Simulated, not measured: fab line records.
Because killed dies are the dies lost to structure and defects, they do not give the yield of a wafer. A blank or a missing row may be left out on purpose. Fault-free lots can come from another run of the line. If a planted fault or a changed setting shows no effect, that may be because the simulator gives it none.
Which tool did it? || flow nandHarc || 15 lots, 45 wafers sampled, at 5 steps of a route of 1159

## WHAT THE GAUGES READ, wafer by wafer
NHARC_A_BONDPAD_CD_MEAS_13. Usual: cdNm at 499.6 nm, with a standard deviation of 1.5.
{"lot": "L582", "measured": "day 18 02:16", "on": "cdSem-03", "cdNm (nm)": "500.3 498.8 496.6", "flag": ""}
{"lot": "L585", "measured": "day 18 12:11", "on": "cdSem-03", "cdNm (nm)": "501.7 500.6 499.1", "flag": ""}
{"lot": "L583", "measured": "day 18 14:19", "on": "cdSem-03", "cdNm (nm)": "498.4 500.9 500.5", "flag": ""}
{"lot": "L584", "measured": "day 19 09:13", "on": "cdSem-03", "cdNm (nm)": "501.2 500.1 500.9", "flag": ""}
{"lot": "L587", "measured": "day 19 09:23", "on": "cdSem-01", "cdNm (nm)": "499.7 499.3 500.4", "flag": ""}
{"lot": "L588", "measured": "day 19 18:20", "on": "cdSem-01", "cdNm (nm)": "499.1 496.5 496.0", "flag": ""}
{"lot": "L590", "measured": "day 20 07:10", "on": "cdSem-03", "cdNm (nm)": "498.7 501.4 498.7", "flag": ""}
{"lot": "L594", "measured": "day 21 03:58", "on": "cdSem-01", "cdNm (nm)": "500.5 499.8 498.4", "flag": ""}
{"lot": "L598", "measured": "day 21 13:58", "on": "cdSem-03", "cdNm (nm)": "500.4 498.5 500.1", "flag": ""}
{"lot": "L597", "measured": "day 21 14:44", "on": "cdSem-02", "cdNm (nm)": "499.0 501.6 499.9", "flag": ""}
{"lot": "L601", "measured": "day 22 10:41", "on": "cdSem-03", "cdNm (nm)": "499.1 500.2 499.3", "flag": ""}
{"lot": "L605", "measured": "day 23 00:47", "on": "cdSem-02", "cdNm (nm)": "499.2 498.9 499.6", "flag": ""}
{"lot": "L603", "measured": "day 23 04:56", "on": "cdSem-01", "cdNm (nm)": "496.8 500.2 496.4", "flag": ""}
{"lot": "L602", "measured": "day 23 05:43", "on": "cdSem-03", "cdNm (nm)": "500.9 501.2 498.9", "flag": ""}
{"lot": "L604", "measured": "day 23 08:32", "on": "cdSem-02", "cdNm (nm)": "498.6 499.6 499.0", "flag": ""}

NHARC_END_SORT_01. Usual: killedAtArray 26, standard deviation 9.9; killedAtOther 0.8, standard deviation 1; killedAtPeriphery 2.8, standard deviation 2.2; killedDies 29, standard deviation 9.9; killedOpen 3.2, standard deviation 1.8; killedShort 2.1, standard deviation 1.4.
{"lot": "L584", "measured": "day 20 15:25", "on": "prober-02", "killedAtArray": "96 89 96", "killedAtOther": "1 0 0", "killedAtPeriphery": "0 4 3", "killedDies": "97 93 99", "killedOpen": "2 6 4", "killedShort": "1 2 0", "flag": "OFF"}
{"lot": "L588", "measured": "day 21 00:59", "on": "prober-01", "killedAtArray": "85 83 87", "killedAtOther": "1 1 0", "killedAtPeriphery": "2 2 2", "killedDies": "88 86 89", "killedOpen": "5 3 3", "killedShort": "2 2 3", "flag": "OFF"}
{"lot": "L590", "measured": "day 21 11:05", "on": "prober-01", "killedAtArray": "126 101 80", "killedAtOther": "0 1 1", "killedAtPeriphery": "2 2 4", "killedDies": "128 104 85", "killedOpen": "3 2 2", "killedShort": "2 0 5", "flag": "OFF"}

## EACH LOT AND THE TOOL THAT RAN IT (in order: tool; ch and the chambers of the sampled wafers; start)
{"lot": "L582", "NHARC_A_CONTACT_STRIP_109": "rieDiel-09 ch 1,2,3, day 16 21:43", "NHARC_A_M1_PVD_20": "pvdSputter-01, day 18 00:57 or earlier", "NHARC_A_BONDPAD_CMP_29": "cmp-04 ch 0,1, day 18 00:57"}
{"lot": "L585", "NHARC_A_CONTACT_STRIP_109": "rieDiel-09 ch 0,1, day 17 15:56", "NHARC_A_M1_PVD_20": "pvdSputter-02, day 18 10:49 or earlier", "NHARC_A_BONDPAD_CMP_29": "cmp-01 ch 0,3, day 18 10:49"}
{"lot": "L583", "NHARC_A_CONTACT_STRIP_109": "rieDiel-09 ch 1,2,3, day 17 17:06", "NHARC_A_M1_PVD_20": "pvdSputter-01, day 18 13:01 or earlier", "NHARC_A_BONDPAD_CMP_29": "cmp-04 ch 0,2,3, day 18 13:01"}
{"lot": "L584", "NHARC_A_CONTACT_STRIP_109": "rieDiel-09 ch 0,1, day 18 12:46", "NHARC_A_M1_PVD_20": "pvdSputter-02, day 19 07:54 or earlier", "NHARC_A_BONDPAD_CMP_29": "cmp-04 ch 0,1,3, day 19 07:54"}
{"lot": "L587", "NHARC_A_CONTACT_STRIP_109": "rieDiel-08 ch 0,2, day 18 13:08", "NHARC_A_M1_PVD_20": "pvdSputter-03, day 19 07:56 or earlier", "NHARC_A_BONDPAD_CMP_29": "cmp-03 ch 2,3, day 19 07:56"}
{"lot": "L588", "NHARC_A_CONTACT_STRIP_109": "rieDiel-09 ch 0,3, day 18 18:25", "NHARC_A_M1_PVD_20": "pvdSputter-02, day 19 17:10 or earlier", "NHARC_A_BONDPAD_CMP_29": "cmp-04 ch 1,2,3, day 19 17:10"}
{"lot": "L590", "NHARC_A_CONTACT_STRIP_109": "rieDiel-09 ch 1,2, day 19 12:35", "NHARC_A_M1_PVD_20": "pvdSputter-01, day 20 05:48 or earlier", "NHARC_A_BONDPAD_CMP_29": "cmp-03 ch 0,1, day 20 05:48"}
{"lot": "L594", "NHARC_A_CONTACT_STRIP_109": "rieDiel-07 ch 1,2,3, day 20 05:59", "NHARC_A_M1_PVD_20": "pvdSputter-01, day 21 02:44 or earlier", "NHARC_A_BONDPAD_CMP_29": "cmp-04 ch 1,2,3, day 21 02:44"}
{"lot": "L598", "NHARC_A_CONTACT_STRIP_109": "rieDiel-07 ch 0,1,2, day 20 14:05", "NHARC_A_M1_PVD_20": "pvdSputter-02, day 21 12:36 or earlier", "NHARC_A_BONDPAD_CMP_29": "cmp-03 ch 1,3, day 21 12:36"}
{"lot": "L597", "NHARC_A_CONTACT_STRIP_109": "rieDiel-08 ch 0,2, day 20 16:35", "NHARC_A_M1_PVD_20": "pvdSputter-03, day 21 13:33 or earlier", "NHARC_A_BONDPAD_CMP_29": "cmp-03 ch 1,2,3, day 21 13:33"}
{"lot": "L601", "NHARC_A_CONTACT_STRIP_109": "rieDiel-07 ch 1,2, day 21 13:38", "NHARC_A_M1_PVD_20": "pvdSputter-01, day 22 09:18 or earlier", "NHARC_A_BONDPAD_CMP_29": "cmp-01 ch 1,2, day 22 09:18"}
{"lot": "L605", "NHARC_A_CONTACT_STRIP_109": "rieDiel-09 ch 1,3, day 22 05:13", "NHARC_A_M1_PVD_20": "pvdSputter-02, day 22 23:34 or earlier", "NHARC_A_BONDPAD_CMP_29": "cmp-04 ch 1,2,3, day 22 23:34"}
{"lot": "L603", "NHARC_A_CONTACT_STRIP_109": "rieDiel-07 ch 1,2,3, day 22 12:12", "NHARC_A_M1_PVD_20": "pvdSputter-02, day 23 03:43 or earlier", "NHARC_A_BONDPAD_CMP_29": "cmp-03 ch 0,3, day 23 03:43"}
{"lot": "L602", "NHARC_A_CONTACT_STRIP_109": "rieDiel-09 ch 0,1, day 22 13:03", "NHARC_A_M1_PVD_20": "pvdSputter-01, day 23 04:26 or earlier", "NHARC_A_BONDPAD_CMP_29": "cmp-01 ch 1,2, day 23 04:26"}
{"lot": "L604", "NHARC_A_CONTACT_STRIP_109": "rieDiel-09 ch 0,1,3, day 22 15:55", "NHARC_A_M1_PVD_20": "pvdSputter-03, day 23 07:18 or earlier", "NHARC_A_BONDPAD_CMP_29": "cmp-04 ch 0,2,3, day 23 07:18"}
- NHARC_A_CONTACT_STRIP_109: strips in O2/COS.
- NHARC_A_M1_PVD_20: deposits TaN, target thk 5 nm, time 8.06 s.
- NHARC_A_BONDPAD_CMP_29: polishes SiCN, target thk 200 nm.

## AS READ BY THE TOOLS THEMSELVES (means over the sampled wafers that have a number; for cases with no such wafer, the mark the record gives instead)
NHARC_A_M1_PVD_20. Usual: throttleValvePct at 30.0 %, with a standard deviation of 1.2.
{"lot": "L582", "tool": "pvdSputter-01", "throttleValvePct (%)": 30.7, "flag": ""}
{"lot": "L585", "tool": "pvdSputter-02", "throttleValvePct (%)": 30.7, "flag": ""}
{"lot": "L583", "tool": "pvdSputter-01", "throttleValvePct (%)": 30.5, "flag": ""}
{"lot": "L584", "tool": "pvdSputter-02", "throttleValvePct (%)": 30.2, "flag": ""}
{"lot": "L587", "tool": "pvdSputter-03", "throttleValvePct (%)": 31.1, "flag": ""}
{"lot": "L588", "tool": "pvdSputter-02", "throttleValvePct (%)": 29.1, "flag": ""}
{"lot": "L590", "tool": "pvdSputter-01", "throttleValvePct (%)": 29.7, "flag": ""}
{"lot": "L594", "tool": "pvdSputter-01", "throttleValvePct (%)": 29.7, "flag": ""}
{"lot": "L598", "tool": "pvdSputter-02", "throttleValvePct (%)": 29.8, "flag": ""}
{"lot": "L597", "tool": "pvdSputter-03", "throttleValvePct (%)": 31.1, "flag": ""}
{"lot": "L601", "tool": "pvdSputter-01", "throttleValvePct (%)": 30.5, "flag": ""}
{"lot": "L605", "tool": "pvdSputter-02", "throttleValvePct (%)": 30.2, "flag": ""}
{"lot": "L603", "tool": "pvdSputter-02", "throttleValvePct (%)": 29.1, "flag": ""}
{"lot": "L602", "tool": "pvdSputter-01", "throttleValvePct (%)": 29.3, "flag": ""}
{"lot": "L604", "tool": "pvdSputter-03", "throttleValvePct (%)": 30.7, "flag": ""}

NHARC_A_BONDPAD_CMP_29. Usual: motorCurrentA 12.1 A, standard deviation 1.2; slurryFlowMlMin 150.0, standard deviation 0.42.
{"lot": "L582", "tool": "cmp-04", "motorCurrentA (A)": 12.4, "slurryFlowMlMin": 150.3, "flag": ""}
{"lot": "L585", "tool": "cmp-01", "motorCurrentA (A)": 11.8, "slurryFlowMlMin": 149.6, "flag": ""}
{"lot": "L583", "tool": "cmp-04", "motorCurrentA (A)": 11.9, "slurryFlowMlMin": 149.8, "flag": ""}
{"lot": "L584", "tool": "cmp-04", "motorCurrentA (A)": 12.4, "slurryFlowMlMin": 150.1, "flag": ""}
{"lot": "L587", "tool": "cmp-03", "motorCurrentA (A)": 11.8, "slurryFlowMlMin": 150.3, "flag": ""}
{"lot": "L588", "tool": "cmp-04", "motorCurrentA (A)": 13.1, "slurryFlowMlMin": 150.0, "flag": ""}
{"lot": "L590", "tool": "cmp-03", "motorCurrentA (A)": 13.2, "slurryFlowMlMin": 149.8, "flag": ""}
{"lot": "L594", "tool": "cmp-04", "motorCurrentA (A)": 13.0, "slurryFlowMlMin": 150.3, "flag": ""}
{"lot": "L598", "tool": "cmp-03", "motorCurrentA (A)": 12.8, "slurryFlowMlMin": 150.1, "flag": ""}
{"lot": "L597", "tool": "cmp-03", "motorCurrentA (A)": 12.3, "slurryFlowMlMin": 149.9, "flag": ""}
{"lot": "L601", "tool": "cmp-01", "motorCurrentA (A)": 10.4, "slurryFlowMlMin": 150.1, "flag": ""}
{"lot": "L605", "tool": "cmp-04", "motorCurrentA (A)": 12.8, "slurryFlowMlMin": 149.9, "flag": ""}
{"lot": "L603", "tool": "cmp-03", "motorCurrentA (A)": 12.7, "slurryFlowMlMin": 149.9, "flag": ""}
{"lot": "L602", "tool": "cmp-01", "motorCurrentA (A)": 10.7, "slurryFlowMlMin": 150.5, "flag": ""}
{"lot": "L604", "tool": "cmp-04", "motorCurrentA (A)": 11.7, "slurryFlowMlMin": 150.0, "flag": ""}

## THE ANSWER, worked out from the rows above alone
Rule: a lot counts as off when the mean over its wafers that have a number is more than 3 standard deviations away from the usual mean. A lot without any number at a reading at which 4 lots or more have one is off too. Where the step has rows for the other lots, those lots are counted as sound. First the gauges in route order, then the tools' own readings, where a lot's mean is used as printed above. At the first step where some lot is off, the reading lying furthest off is the one used; lots without a number count as furthest.
Off: L584, L588, L590, at NHARC_END_SORT_01 (killedDies). Neither off nor sound, because the step has no rows for them: L582, L585, L583, L587, L594, L598, L597, L601, L605, L603, L602, L604.
If a tool, at a process step before that reading, ran all the lots that are off and no sound lot after the first of them, it fits. The gauges at NHARC_END_SORT_01 are tried like those tools. NHARC_A_M1_PVD_20 gives no start for some lots, so the hours and the order of its lots are those of NHARC_A_BONDPAD_CMP_29. One fits: NHARC_A_CONTACT_STRIP_109 on rieDiel-09. It ran no sound lot before its first lot that is off in this sample, so the start can't be narrowed down.

## WHAT THE SIMULATOR HAD INSERTED
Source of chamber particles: rieDiel-09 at NHARC_A_CONTACT_STRIP_109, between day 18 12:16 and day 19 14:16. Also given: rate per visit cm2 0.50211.
Shown lots that were struck: L584, L588, L590. The rule above reached the same finding.
